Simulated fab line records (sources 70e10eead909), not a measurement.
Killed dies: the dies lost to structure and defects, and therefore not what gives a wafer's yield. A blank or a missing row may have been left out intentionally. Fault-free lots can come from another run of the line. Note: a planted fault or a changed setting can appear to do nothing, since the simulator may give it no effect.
The tool behind it: which one? ; flow nand harc ; 24 lots, 72 wafers sampled, at 6 steps of a route of 1302

WHAT THE GAUGES READ, wafer by wafer
The record lacks any reading of a measuring or inspecting step that a usual standard deviation could be used to judge.

EACH LOT AND THE TOOL THAT RAN IT (in order: tool; ch and the chambers of the sampled wafers; start)
lot;NHARC_A_STAIRCASE_ETCH_234;NHARC_A_STAIRCASE_ETCH_273;NHARC_A_STAIRCASE_STRIP_274;NHARC_A_STAIRCASE_HM_OPEN_460;NHARC_A_STAIRCASE_ETCH_294;NHARC_A_STAIRCASE_DESCUM_443
L074;rie diel-03 ch 0,1, day 18 12:11 or earlier;rie diel-13 ch 0,1,2, day 18 12:11 or earlier;rie diel-13 ch 0,3, day 18 12:11 or earlier;rie diel-13 ch 0,1,3, day 18 12:11 or earlier;rie diel-13 ch 1,2, day 18 12:11 or earlier;rie diel-13 ch 0,1,3, day 18 12:11
L076;rie diel-12 ch 0,3, day 19 00:22 or earlier;rie diel-12 ch 0,1,3, day 19 00:22 or earlier;rie diel-12 ch 0,1,3, day 19 00:22 or earlier;rie diel-03 ch 0,1,2, day 19 00:22 or earlier;rie diel-03 ch 0,1,2, day 19 00:22 or earlier;rie diel-13 ch 0,1,3, day 19 00:22
L075;rie diel-13 ch 1,2, day 19 08:37 or earlier;rie diel-03 ch 1,2,3, day 19 08:37 or earlier;rie diel-03 ch 0,2,3, day 19 08:37 or earlier;rie diel-12 ch 2,3, day 19 08:37 or earlier;rie diel-12 ch 0,1, day 19 08:37 or earlier;rie diel-12 ch 1,2,3, day 19 08:37
L077;rie diel-12 ch 0,1,3, day 19 19:40 or earlier;rie diel-03 ch 1,3, day 19 19:40 or earlier;rie diel-03 ch 0,1,3, day 19 19:40 or earlier;rie diel-03 ch 0,2,3, day 19 19:40 or earlier;rie diel-03 ch 0,2, day 19 19:40 or earlier;rie diel-03 ch 1,2,3, day 19 19:40
L078;rie diel-12 ch 0,1,3, day 19 19:37 or earlier;rie diel-13 ch 0,3, day 19 19:37 or earlier;rie diel-13 ch 0,2, day 19 19:37 or earlier;rie diel-12 ch 0,1, day 19 19:37 or earlier;rie diel-12 ch 0,1,3, day 19 19:37 or earlier;rie diel-03 ch 0,2, day 19 19:37
L079;rie diel-03 ch 0,2, day 20 08:17 or earlier;rie diel-12 ch 0,1, day 20 08:17 or earlier;rie diel-12 ch 0,1,3, day 20 08:17 or earlier;rie diel-03 ch 1,2,3, day 20 08:17 or earlier;rie diel-03 ch 0,1,3, day 20 08:17 or earlier;rie diel-13 ch 0,1, day 20 08:17
L080;rie diel-03 ch 0,2,3, day 22 03:42 or earlier;rie diel-13 ch 0,2,3, day 22 03:42 or earlier;rie diel-13 ch 0,2,3, day 22 03:42 or earlier;rie diel-03 ch 0,1,2, day 22 03:42 or earlier;rie diel-03 ch 0,2,3, day 22 03:42 or earlier;rie diel-13 ch 0,1,2, day 22 03:42
L081;rie diel-12 ch 0,3, day 21 20:27 or earlier;rie diel-13 ch 0,1, day 21 20:27 or earlier;rie diel-13 ch 2,3, day 21 20:27 or earlier;rie diel-13 ch 0,1, day 21 20:27 or earlier;rie diel-13 ch 1,2,3, day 21 20:27 or earlier;rie diel-13 ch 0,1, day 21 20:27
L082;rie diel-12 ch 0,1,3, day 22 14:25 or earlier;rie diel-12 ch 1,2, day 22 14:25 or earlier;rie diel-12 ch 0,1, day 22 14:25 or earlier;rie diel-12 ch 0,1, day 22 14:25 or earlier;rie diel-12 ch 0,1,3, day 22 14:25 or earlier;rie diel-12 ch 0,1, day 22 14:25
L083;rie diel-03 ch 0,1,3, day 22 14:40 or earlier;rie diel-13 ch 0,2,3, day 22 14:40 or earlier;rie diel-13 ch 0,1,2, day 22 14:40 or earlier;rie diel-03 ch 0,1,2, day 22 14:40 or earlier;rie diel-03 ch 0,1,3, day 22 14:40 or earlier;rie diel-13 ch 0,1,2, day 22 14:40
L084;rie diel-12 ch 2,3, day 23 01:52 or earlier;rie diel-12 ch 0,1,3, day 23 01:52 or earlier;rie diel-12 ch 2,3, day 23 01:52 or earlier;rie diel-12 ch 0,1, day 23 01:52 or earlier;rie diel-12 ch 1,2, day 23 01:52 or earlier;rie diel-12 ch 2,3, day 23 01:52
L085;rie diel-13 ch 1,2,3, day 23 10:02 or earlier;rie diel-03 ch 0,1,2, day 23 10:02 or earlier;rie diel-03 ch 0,3, day 23 10:02 or earlier;rie diel-12 ch 1,3, day 23 10:02 or earlier;rie diel-12 ch 1,2,3, day 23 10:02 or earlier;rie diel-03 ch 0,1,2, day 23 10:02
L086;rie diel-03 ch 0,2,3, day 24 05:26 or earlier;rie diel-13 ch 1,2,3, day 24 05:26 or earlier;rie diel-13 ch 0,2,3, day 24 05:26 or earlier;rie diel-13 ch 2,3, day 24 05:26 or earlier;rie diel-13 ch 0,1,3, day 24 05:26 or earlier;rie diel-12 ch 1,2,3, day 24 05:26
L087;rie diel-03 ch 0,1,3, day 24 05:16 or earlier;rie diel-03 ch 1,2,3, day 24 05:16 or earlier;rie diel-03 ch 0,3, day 24 05:16 or earlier;rie diel-12 ch 1,2,3, day 24 05:16 or earlier;rie diel-12 ch 2,3, day 24 05:16 or earlier;rie diel-13 ch 0,1,2, day 24 05:16
L089;rie diel-12 ch 0,1, day 24 20:20 or earlier;rie diel-03 ch 0,1,2, day 24 20:20 or earlier;rie diel-03 ch 0,1,3, day 24 20:20 or earlier;rie diel-12 ch 2,3, day 24 20:20 or earlier;rie diel-12 ch 1,2,3, day 24 20:20 or earlier;rie diel-12 ch 1,2,3, day 24 20:20
L088;rie diel-12 ch 0,1,2, day 24 20:09 or earlier;rie diel-12 ch 1,2,3, day 24 20:09 or earlier;rie diel-12 ch 1,2,3, day 24 20:09 or earlier;rie diel-03 ch 0,1,2, day 24 20:09 or earlier;rie diel-03 ch 0,1,3, day 24 20:09 or earlier;rie diel-13 ch 0,1,2, day 24 20:09
L091;rie diel-12 ch 0,1,3, day 25 10:10 or earlier;rie diel-13 ch 0,2, day 25 10:10 or earlier;rie diel-13 ch 0,1,2, day 25 10:10 or earlier;rie diel-12 ch 1,3, day 25 10:10 or earlier;rie diel-12 ch 1,3, day 25 10:10 or earlier;rie diel-13 ch 1,2,3, day 25 10:10
L090;rie diel-03 ch 0,2,3, day 25 17:31 or earlier;rie diel-13 ch 1,2, day 25 17:31 or earlier;rie diel-13 ch 0,1,3, day 25 17:31 or earlier;rie diel-13 ch 0,2, day 25 17:31 or earlier;rie diel-13 ch 1,2, day 25 17:31 or earlier;rie diel-12 ch 1,2, day 25 17:31
L092;rie diel-12 ch 1,2,3, day 26 02:07 or earlier;rie diel-03 ch 0,1,3, day 26 02:07 or earlier;rie diel-03 ch 0,1,3, day 26 02:07 or earlier;rie diel-13 ch 0,2,3, day 26 02:07 or earlier;rie diel-13 ch 1,2, day 26 02:07 or earlier;rie diel-03 ch 1,3, day 26 02:07
L093;rie diel-03 ch 0,3, day 26 22:19 or earlier;rie diel-03 ch 1,2,3, day 26 22:19 or earlier;rie diel-03 ch 0,1,3, day 26 22:19 or earlier;rie diel-03 ch 1,2, day 26 22:19 or earlier;rie diel-03 ch 1,2,3, day 26 22:19 or earlier;rie diel-12 ch 1,3, day 26 22:19
L094;rie diel-12 ch 0,3, day 27 19:40 or earlier;rie diel-12 ch 0,2,3, day 27 19:40 or earlier;rie diel-12 ch 0,1,3, day 27 19:40 or earlier;rie diel-13 ch 2,3, day 27 19:40 or earlier;rie diel-13 ch 2,3, day 27 19:40 or earlier;rie diel-13 ch 0,1,2, day 27 19:40
L095;rie diel-13 ch 0,3, day 28 04:14 or earlier;rie diel-03 ch 0,2,3, day 28 04:14 or earlier;rie diel-03 ch 0,2,3, day 28 04:14 or earlier;rie diel-13 ch 0,1,3, day 28 04:14 or earlier;rie diel-13 ch 1,2, day 28 04:14 or earlier;rie diel-12 ch 0,3, day 28 04:14
L097;rie diel-12 ch 0,1,2, day 28 03:04 or earlier;rie diel-03 ch 0,2,3, day 28 03:04 or earlier;rie diel-03 ch 0,2,3, day 28 03:04 or earlier;rie diel-12 ch 0,1,2, day 28 03:04 or earlier;rie diel-12 ch 0,3, day 28 03:04 or earlier;rie diel-13 ch 0,1,2, day 28 03:04
L096;rie diel-03 ch 0,1,3, day 28 03:17 or earlier;rie diel-12 ch 0,1,2, day 28 03:17 or earlier;rie diel-12 ch 1,2, day 28 03:17 or earlier;rie diel-12 ch 0,2,3, day 28 03:17 or earlier;rie diel-12 ch 1,3, day 28 03:17 or earlier;rie diel-03 ch 1,3, day 28 03:17
- NHARC_A_STAIRCASE_ETCH_234: etches the open film in C4F8/O2, target depth 100 nm, time 40.5 s.
- NHARC_A_STAIRCASE_ETCH_273: etches the open film in C4F8/O2/Ar, target depth 10200 nm, time 2468.6 s.
- NHARC_A_STAIRCASE_STRIP_274: strips in O2.
- NHARC_A_STAIRCASE_HM_OPEN_460: chemistry O2/COS.
- NHARC_A_STAIRCASE_ETCH_294: etches the open film in C4F8/O2/Ar, target depth 4989 nm, time 1211.6 s.
- NHARC_A_STAIRCASE_DESCUM_443: chemistry O2, time 3 s.

WHAT THE TOOLS THEMSELVES READ (means of the sampled wafers that have a number; where no wafer has one, the mark that the record gives instead)
NHARC_A_STAIRCASE_ETCH_234.
lot;tool;oes product au (a.u.);rf vpp V (V)
L074;rie diel-03;0.962;895
L076;rie diel-12;0.959;891
L075;rie diel-13;0.964;891
L077;rie diel-12;0.946;891
L078;rie diel-12;0.944;891
L079;rie diel-03;0.959;891
L080;rie diel-03;0.952;895
L081;rie diel-12;0.939;891
L082;rie diel-12;0.944;890
L083;rie diel-03;0.957;898
L084;rie diel-12;0.920;897
L085;rie diel-13;0.947;890
L086;rie diel-03;0.949;895
L087;rie diel-03;0.937;898
L089;rie diel-12;0.958;888
L088;rie diel-12;0.944;892
L091;rie diel-12;0.943;889
L090;rie diel-03;0.929;894
L092;rie diel-12;0.934;894
L093;rie diel-03;0.935;896
L094;rie diel-12;0.934;894
L095;rie diel-13;0.941;899
L097;rie diel-12;0.933;891
L096;rie diel-03;0.949;898

NHARC_A_STAIRCASE_ETCH_273.
lot;tool;oes product au (a.u.);rf vpp V (V)
L074;rie diel-13;0.952;1827
L076;rie diel-12;0.945;1817
L075;rie diel-03;0.950;1830
L077;rie diel-03;0.927;1838
L078;rie diel-13;0.928;1835
L079;rie diel-12;0.937;1812
L080;rie diel-13;0.945;1827
L081;rie diel-13;0.938;1835
L082;rie diel-12;0.926;1827
L083;rie diel-13;0.936;1824
L084;rie diel-12;0.931;1818
L085;rie diel-03;0.922;1821
L086;rie diel-13;0.935;1816
L087;rie diel-03;0.924;1828
L089;rie diel-03;0.933;1819
L088;rie diel-12;0.943;1822
L091;rie diel-13;0.942;1836
L090;rie diel-13;0.934;1816
L092;rie diel-03;0.930;1831
L093;rie diel-03;0.934;1828
L094;rie diel-12;0.926;1824
L095;rie diel-03;0.934;1823
L097;rie diel-03;0.934;1823
L096;rie diel-12;0.932;1817

NHARC_A_STAIRCASE_STRIP_274.
lot;tool;drypump motor current A (A);oes product au (a.u.);rf vpp V (V);showerhead plenum p Torr (Torr);throttle valve pct (%)
L074;rie diel-13;5.6;1.006;58.1;3.51;17.036
L076;rie diel-12;5.6;1.005;57.5;3.40;17.046
L075;rie diel-03;5.6;1.004;57.1;3.51;17.031
L077;rie diel-03;5.4;1.006;58.3;3.61;17.030
L078;rie diel-13;5.9;0.997;57.1;3.67;17.041
L079;rie diel-12;5.6;0.999;56.8;3.40;17.032
L080;rie diel-13;5.9;1.006;57.5;3.53;17.045
L081;rie diel-13;5.9;1.014;56.8;3.38;17.041
L082;rie diel-12;5.5;0.997;56.6;3.31;17.044
L083;rie diel-13;5.8;1.015;57.4;3.52;17.037
L084;rie diel-12;6.0;0.990;57.5;3.59;17.039
L085;rie diel-03;5.4;0.998;58.1;3.65;17.035
L086;rie diel-13;5.9;1.004;57.5;3.51;17.033
L087;rie diel-03;5.4;0.995;58.3;3.64;17.041
L089;rie diel-03;5.4;0.991;58.0;3.59;17.043
L088;rie diel-12;5.8;0.998;57.0;3.48;17.037
L091;rie diel-13;5.8;1.004;57.3;3.51;17.038
L090;rie diel-13;5.5;0.999;57.6;3.48;17.034
L092;rie diel-03;5.4;0.996;56.3;3.58;17.039
L093;rie diel-03;5.4;0.988;58.1;3.58;17.046
L094;rie diel-12;5.7;1.004;56.7;3.37;17.035
L095;rie diel-03;5.7;1.001;57.5;3.48;17.028
L097;rie diel-03;5.6;0.999;57.5;3.47;17.046
L096;rie diel-12;5.6;0.993;58.3;3.38;17.038

NHARC_A_STAIRCASE_HM_OPEN_460.
lot;tool;drypump motor current A (A);oes product au (a.u.);rf vpp V (V);showerhead plenum p Torr (Torr);throttle valve pct (%)
L074;rie diel-13;5.4;1.000;466;3.10;28.326
L076;rie diel-03;5.6;1.007;465;3.06;28.330
L075;rie diel-12;5.9;1.000;468;3.16;28.334
L077;rie diel-03;5.6;1.004;466;3.10;28.324
L078;rie diel-12;5.5;1.005;463;2.93;28.329
L079;rie diel-03;5.6;0.998;468;3.17;28.335
L080;rie diel-03;5.6;1.009;465;3.05;28.333
L081;rie diel-13;5.5;1.005;469;3.22;28.328
L082;rie diel-12;5.5;1.005;464;2.93;28.330
L083;rie diel-03;5.6;0.994;466;3.05;28.326
L084;rie diel-12;5.5;1.009;464;2.92;28.330
L085;rie diel-12;5.6;1.000;464;2.98;28.323
L086;rie diel-13;6.3;1.002;465;3.00;28.326
L087;rie diel-12;5.8;0.993;467;3.08;28.328
L089;rie diel-12;5.9;0.988;467;3.14;28.326
L088;rie diel-03;5.6;0.997;465;3.04;28.336
L091;rie diel-12;5.8;0.991;466;3.04;28.335
L090;rie diel-13;6.2;1.003;467;3.13;28.328
L092;rie diel-13;5.9;0.987;467;3.10;28.324
L093;rie diel-03;5.6;0.990;466;3.09;28.332
L094;rie diel-13;6.2;1.001;465;2.99;28.335
L095;rie diel-13;5.5;0.998;466;3.07;28.336
L097;rie diel-12;5.7;1.004;465;3.00;28.329
L096;rie diel-12;5.8;1.002;465;3.07;28.332

NHARC_A_STAIRCASE_ETCH_294.
lot;tool;oes product au (a.u.);rf vpp V (V)
L074;rie diel-13;0.935;1817
L076;rie diel-03;0.943;1821
L075;rie diel-12;0.932;1812
L077;rie diel-03;0.939;1815
L078;rie diel-12;0.924;1817
L079;rie diel-03;0.933;1833
L080;rie diel-03;0.925;1824
L081;rie diel-13;0.940;1816
L082;rie diel-12;0.927;1816
L083;rie diel-03;0.929;1831
L084;rie diel-12;0.930;1817
L085;rie diel-12;0.921;1824
L086;rie diel-13;0.938;1823
L087;rie diel-12;0.931;1831
L089;rie diel-12;0.926;1823
L088;rie diel-03;0.923;1831
L091;rie diel-12;0.943;1815
L090;rie diel-13;0.936;1816
L092;rie diel-13;0.948;1816
L093;rie diel-03;0.924;1829
L094;rie diel-13;0.938;1816
L095;rie diel-13;0.935;1813
L097;rie diel-12;0.933;1815
L096;rie diel-12;0.934;1819

NHARC_A_STAIRCASE_DESCUM_443.
lot;tool;drypump motor current A (A);oes product au (a.u.);rf vpp V (V);showerhead plenum p Torr (Torr);throttle valve pct (%)
L074;rie diel-13;5.4;1.004;57.4;1.90;11.320
L076;rie diel-13;5.5;1.003;57.6;1.90;11.304
L075;rie diel-12;5.8;0.993;57.7;1.89;11.303
L077;rie diel-03;5.6;1.009;57.3;1.94;11.318
L078;rie diel-03;5.9;1.004;56.8;1.81;11.311
L079;rie diel-13;5.4;1.012;57.2;1.89;11.320
L080;rie diel-13;5.8;1.002;58.0;1.90;11.305
L081;rie diel-13;5.4;1.000;58.0;1.89;11.307
L082;rie diel-12;5.5;1.003;57.5;1.78;11.308
L083;rie diel-13;5.8;1.001;57.6;1.90;11.315
L084;rie diel-12;6.0;0.994;57.4;1.95;11.309
L085;rie diel-03;5.6;0.998;57.1;1.86;11.307
L086;rie diel-12;5.8;0.995;57.8;1.88;11.316
L087;rie diel-13;5.8;1.006;58.3;1.90;11.311
L089;rie diel-12;5.8;0.987;58.0;1.88;11.306
L088;rie diel-13;5.8;0.994;57.4;1.90;11.308
L091;rie diel-13;5.8;0.985;57.2;1.81;11.317
L090;rie diel-12;5.6;0.991;57.5;1.83;11.316
L092;rie diel-03;5.3;1.000;58.4;2.01;11.314
L093;rie diel-12;5.6;0.993;57.5;1.81;11.312
L094;rie diel-13;5.8;1.000;57.0;1.89;11.311
L095;rie diel-12;5.8;0.992;56.9;1.86;11.315
L097;rie diel-13;5.8;0.999;57.8;1.89;11.317
L096;rie diel-03;5.3;0.996;58.2;1.98;11.309

THE ANSWER, worked out from the rows above alone
Rule: usual is defined by the lots themselves. Put in order of their means at a reading, lots are off if they are a third of the lots or fewer, leave a main group of 4 or more, and stand apart from it by a gap of 3 or more times the standard deviation of the main group's means; of several such gaps the widest counts. The tables above print the reading to a certain number of digits; a main group whose means all agree to those digits is not used. Also off: a lot with no number at a reading for which 4 or more lots have one. Where the step has rows for the other lots, those lots are counted as sound. First the gauges in route order, then the tools' own readings, where a lot's mean is used as printed above. At the first step where some lot is off, the reading lying furthest off is the one used; lots without a number count as furthest.
None of the lots is off at any reading shown; this tells nothing.

WHAT THE SIMULATOR PUT IN
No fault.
